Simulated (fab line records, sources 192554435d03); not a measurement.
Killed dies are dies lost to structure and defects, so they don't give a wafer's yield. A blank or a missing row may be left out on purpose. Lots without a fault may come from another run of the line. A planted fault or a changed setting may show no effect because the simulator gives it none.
Which tool did it? | flow n5_finfet | 23 lots, 69 wafers sampled, at 3 steps of a route of 1938

WHAT THE GAUGES READ, wafer by wafer
N5_FIN_CUT_CD_MEAS_08: target cd 29.1 nm. Usual: cd_nm 29.10 nm, standard deviation 0.21.
lot  | measured    | on        | cd_nm (nm)        | flag
L074 | day 2 02:55 | cd_sem-02 | 29.43 29.24 28.89 |
L075 | day 2 10:37 | cd_sem-01 | 28.94 28.82 29.02 |
L076 | day 2 16:14 | cd_sem-01 | 28.94 28.80 29.06 |
L077 | day 2 23:30 | cd_sem-01 | 28.90 29.35 28.80 |
L078 | day 3 04:38 | cd_sem-01 | 29.46 29.14 29.34 |
L079 | day 3 09:33 | cd_sem-02 | 29.15 28.89 28.93 |
L080 | day 3 16:35 | cd_sem-02 | 28.79 29.09 28.99 |
L081 | day 3 22:25 | cd_sem-01 | 29.03 28.93 29.20 |
L082 | day 4 03:31 | cd_sem-03 | 28.87 29.00 29.04 |
L083 | day 4 10:02 | cd_sem-03 | 29.15 29.14 29.15 |
L084 | day 4 15:57 | cd_sem-01 | 29.28 29.25 29.05 |
L085 | day 5 01:54 | cd_sem-02 | 29.04 29.41 29.16 |
L086 | day 5 03:58 | cd_sem-03 | 28.72 28.86 29.35 |
L088 | day 5 17:20 | cd_sem-01 | 29.27 29.11 29.08 |
L089 | day 5 21:34 | cd_sem-02 | 28.97 28.70 29.22 |
L090 | day 6 03:29 | cd_sem-01 | 28.95 29.41 29.36 |
L091 | day 6 10:31 | cd_sem-02 | 28.99 29.33 29.14 |
L092 | day 6 16:28 | cd_sem-03 | 29.15 29.04 28.68 |
L093 | day 6 21:14 | cd_sem-02 | 29.12 29.34 29.19 |
L094 | day 7 03:14 | cd_sem-02 | 29.07 28.98 28.98 |
L095 | day 7 08:30 | cd_sem-01 | 29.10 29.21 29.05 |
L096 | day 7 15:10 | cd_sem-02 | 29.29 29.31 29.22 |
L097 | day 7 20:58 | cd_sem-02 | 29.32 28.79 29.15 |

WHICH TOOL RAN EACH LOT (tool, then ch and the chambers of the sampled wafers, then the start)
lot  | N5_FIN_SAQP_SPACER1_ETCHBACK_25   | N5_FIN_SAQP_HM_CD_35
L074 | rie_diel-02 ch 1,2,3, day 2 00:16 | cd_sem-01, day 2 02:17
L075 | rie_diel-03 ch 0,1,2, day 2 07:52 | cd_sem-02, day 2 09:53
L076 | rie_diel-06 ch 1,2,3, day 2 12:19 | cd_sem-03, day 2 15:29
L077 | rie_diel-03 ch 0,1,3, day 2 20:25 | cd_sem-01, day 2 22:53
L078 | rie_diel-02 ch 0,1,2, day 3 01:02 | cd_sem-02, day 3 03:53
L079 | rie_diel-06 ch 0,3, day 3 06:50   | cd_sem-01, day 3 08:56
L080 | rie_diel-02 ch 1,3, day 3 12:49   | cd_sem-03, day 3 15:55
L081 | rie_diel-02 ch 2,3, day 3 19:16   | cd_sem-01, day 3 21:31
L082 | rie_diel-03 ch 0,1,3, day 4 00:31 | cd_sem-02, day 4 02:53
L083 | rie_diel-03 ch 1,3, day 4 07:01   | cd_sem-01, day 4 09:24
L084 | rie_diel-03 ch 0,1,3, day 4 13:03 | cd_sem-02, day 4 15:20
L085 | rie_diel-02 ch 0,1,2, day 4 21:17 | cd_sem-01, day 5 01:17
L086 | rie_diel-02 ch 0,1,2, day 5 01:11 | cd_sem-01, day 5 03:20
L088 | rie_diel-02 ch 0,1,2, day 5 14:21 | cd_sem-02, day 5 16:42
L089 | rie_diel-06 ch 0,2,3, day 5 18:10 | cd_sem-01, day 5 20:49
L090 | rie_diel-03 ch 0,2,3, day 5 23:47 | cd_sem-01, day 6 02:44
L091 | rie_diel-02 ch 1,3, day 6 07:15   | cd_sem-02, day 6 09:46
L092 | rie_diel-06 ch 1,2, day 6 13:04   | cd_sem-01, day 6 15:50
L093 | rie_diel-03 ch 0,1,3, day 6 18:13 | cd_sem-01, day 6 20:37
L094 | rie_diel-06 ch 2,3, day 6 23:58   | cd_sem-02, day 7 02:36
L095 | rie_diel-03 ch 0,1,3, day 7 05:44 | cd_sem-02, day 7 07:45
L096 | rie_diel-02 ch 0,1,2, day 7 12:22 | cd_sem-02, day 7 14:33
L097 | rie_diel-06 ch 0,1,2, day 7 17:56 | cd_sem-03, day 7 20:13
- N5_FIN_SAQP_SPACER1_ETCHBACK_25: etches SiO2 in CHF3/O2, target depth 24.4 nm, time 12.2 s.
- N5_FIN_SAQP_HM_CD_35: target cd 8 nm.

WHAT THE TOOLS THEMSELVES READ (means of the sampled wafers that have a number; where no wafer has one, the mark that the record gives instead)
N5_FIN_SAQP_SPACER1_ETCHBACK_25. Usual: drypump_motor_current_A 5.8 A, standard deviation 0.5; oes_o_777_au 0.74 a.u., standard deviation 0.046; oes_product_au 0.73 a.u., standard deviation 0.047; rf_vpp_V 523 V, standard deviation 9; showerhead_plenum_p_Torr 2.39 Torr, standard deviation 0.089; throttle_valve_pct 18.87 %, standard deviation 0.21.
lot  | tool        | drypump_motor_current_A (A) | oes_o_777_au (a.u.) | oes_product_au (a.u.) | rf_vpp_V (V) | showerhead_plenum_p_Torr (Torr) | throttle_valve_pct (%) | flag
L074 | rie_diel-02 | 5.7                         | 0.75                | 0.75                  | 519          | 2.38                            | 18.85                  |
L075 | rie_diel-03 | 5.5                         | 0.78                | 0.77                  | 516          | 2.41                            | 18.94                  |
L076 | rie_diel-06 | 6.0                         | 0.74                | 0.72                  | 526          | 2.50                            | 18.84                  |
L077 | rie_diel-03 | 5.7                         | 0.77                | 0.76                  | 523          | 2.41                            | 18.96                  |
L078 | rie_diel-02 | 5.6                         | 0.73                | 0.72                  | 522          | 2.37                            | 18.90                  |
L079 | rie_diel-06 | 6.5                         | 0.73                | 0.74                  | 534          | 2.50                            | 18.85                  |
L080 | rie_diel-02 | 6.0                         | 0.77                | 0.76                  | 517          | 2.34                            | 18.73                  |
L081 | rie_diel-02 | 5.6                         | 0.73                | 0.73                  | 521          | 2.37                            | 18.80                  |
L082 | rie_diel-03 | 5.6                         | 0.76                | 0.74                  | 523          | 2.40                            | 18.96                  |
L083 | rie_diel-03 | 6.0                         | 0.75                | 0.74                  | 525          | 2.37                            | 18.94                  |
L084 | rie_diel-03 | 5.6                         | 0.76                | 0.74                  | 523          | 2.40                            | 18.97                  |
L085 | rie_diel-02 | 5.6                         | 0.72                | 0.72                  | 521          | 2.36                            | 18.92                  |
L086 | rie_diel-02 | 5.6                         | 0.72                | 0.71                  | 521          | 2.36                            | 18.92                  |
L088 | rie_diel-02 | 5.6                         | 0.71                | 0.71                  | 522          | 2.36                            | 18.93                  |
L089 | rie_diel-06 | 6.3                         | 0.72                | 0.72                  | 537          | 2.49                            | 18.89                  |
L090 | rie_diel-03 | 5.5                         | 0.71                | 0.70                  | 518          | 2.32                            | 18.81                  |
L091 | rie_diel-02 | 5.8                         | 0.74                | 0.73                  | 518          | 2.35                            | 18.96                  |
L092 | rie_diel-06 | 5.5                         | 0.73                | 0.70                  | 521          | 2.49                            | 18.89                  |
L093 | rie_diel-03 | 5.6                         | 0.74                | 0.72                  | 523          | 2.39                            | 19.02                  |
L094 | rie_diel-06 | 6.4                         | 0.70                | 0.70                  | 534          | 2.48                            | 18.89                  |
L095 | rie_diel-03 | 5.6                         | 0.73                | 0.72                  | 523          | 2.39                            | 19.02                  |
L096 | rie_diel-02 | 5.6                         | 0.79                | 0.80                  | 525          | 2.45                            | 18.85                  |
L097 | rie_diel-06 | 5.7                         | 0.72                | 0.71                  | 531          | 2.48                            | 18.92                  |

N5_FIN_SAQP_HM_CD_35. Usual: cd_nm 8.10 nm, standard deviation 0.23.
lot  | tool      | cd_nm (nm) | flag
L074 | cd_sem-01 | 7.98       |
L075 | cd_sem-02 | 7.92       |
L076 | cd_sem-03 | 8.07       |
L077 | cd_sem-01 | 8.13       |
L078 | cd_sem-02 | 8.01       |
L079 | cd_sem-01 | 7.89       |
L080 | cd_sem-03 | 8.11       |
L081 | cd_sem-01 | 8.28       |
L082 | cd_sem-02 | 7.83       |
L083 | cd_sem-01 | 8.17       |
L084 | cd_sem-02 | 8.21       |
L085 | cd_sem-01 | 8.02       |
L086 | cd_sem-01 | 8.24       |
L088 | cd_sem-02 | 8.26       |
L089 | cd_sem-01 | 8.29       |
L090 | cd_sem-01 | 8.04       |
L091 | cd_sem-02 | 8.03       |
L092 | cd_sem-01 | 8.23       |
L093 | cd_sem-01 | 7.92       |
L094 | cd_sem-02 | 8.14       |
L095 | cd_sem-02 | 8.03       |
L096 | cd_sem-02 | 8.03       |
L097 | cd_sem-03 | 8.01       |

THE ANSWER, worked out from the rows above alone
Rule: a lot is off if the mean of its wafers that have a number lies more than 3 standard deviations from the usual mean. A lot without any number at a reading at which 4 lots or more have one is off too. The other lots that the step has rows for count as sound. The gauges are gone through in route order, then the tools' own readings, and for those a lot's mean is taken as printed above. The first step at which some lot is off is used, and at that step the reading that is off furthest; a lot without a number counts as furthest.
No lot is off at any reading shown: from this, nothing can be told.

WHAT THE SIMULATOR HAD PUT IN
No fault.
